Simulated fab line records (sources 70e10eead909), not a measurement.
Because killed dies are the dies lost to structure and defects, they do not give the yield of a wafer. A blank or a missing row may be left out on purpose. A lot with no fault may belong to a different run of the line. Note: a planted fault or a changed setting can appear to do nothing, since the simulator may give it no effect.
Matching of chambers -- flow nand_harc -- NHARC_A_CHANNEL_HOLE_D1_ETCH_44 on rie_diel-08: 4 sister chambers
The step etches the open film in CF4/O2, target depth 140 nm, overetch 14 nm, time 77 s. 4 wafers are shown with their chamber, then 12 later ones without.

WAFERS WITH THEIR CHAMBER
wafer,chamber,drypump_motor_current_A (A)
L085.2,2,6.4
L089.3,1,4.9
L090.1,3,6.0
L090.5,0,5.7

WAFERS MISSING THEIR CHAMBER
wafer,drypump_motor_current_A (A)
L094.1,5.7
L094.3,4.8
L094.4,5.9
L095.1,5.7
L095.4,6.5
L095.5,6.5
L096.2,6.0
L096.3,5.7
L096.5,5.7
L097.2,6.5
L097.4,4.9
L097.5,5.7

THE CHAMBER EACH PASSED THROUGH
wafer,from the rows above,in truth
L094.1,0,0
L094.3,1,1
L094.4,can't be placed: 3 or 0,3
L095.1,0,0
L095.4,2,2
L095.5,2,2
L096.2,3,3
L096.3,0,0
L096.5,0,0
L097.2,2,2
L097.4,1,1
L097.5,0,0
Placed correctly: 11 of 12. Unplaceable from these rows: 1, with the true chamber sitting among the candidates in 1. Wrongly placed: 0.
How it was worked out, from the rows above alone: a wafer's distance from a chamber is the root of the sum, over the readings, of the square of ((its reading less the chamber's mean) divided by the reading's scatter). The wafer belongs to the nearest chamber; if the next one is less than 2 further off, it can't be placed. Each chamber's mean is taken over the wafers shown for it. The scatter: with one shown wafer a chamber, the root of the mean of the squares of how far each hidden wafer lies from its nearest shown one.
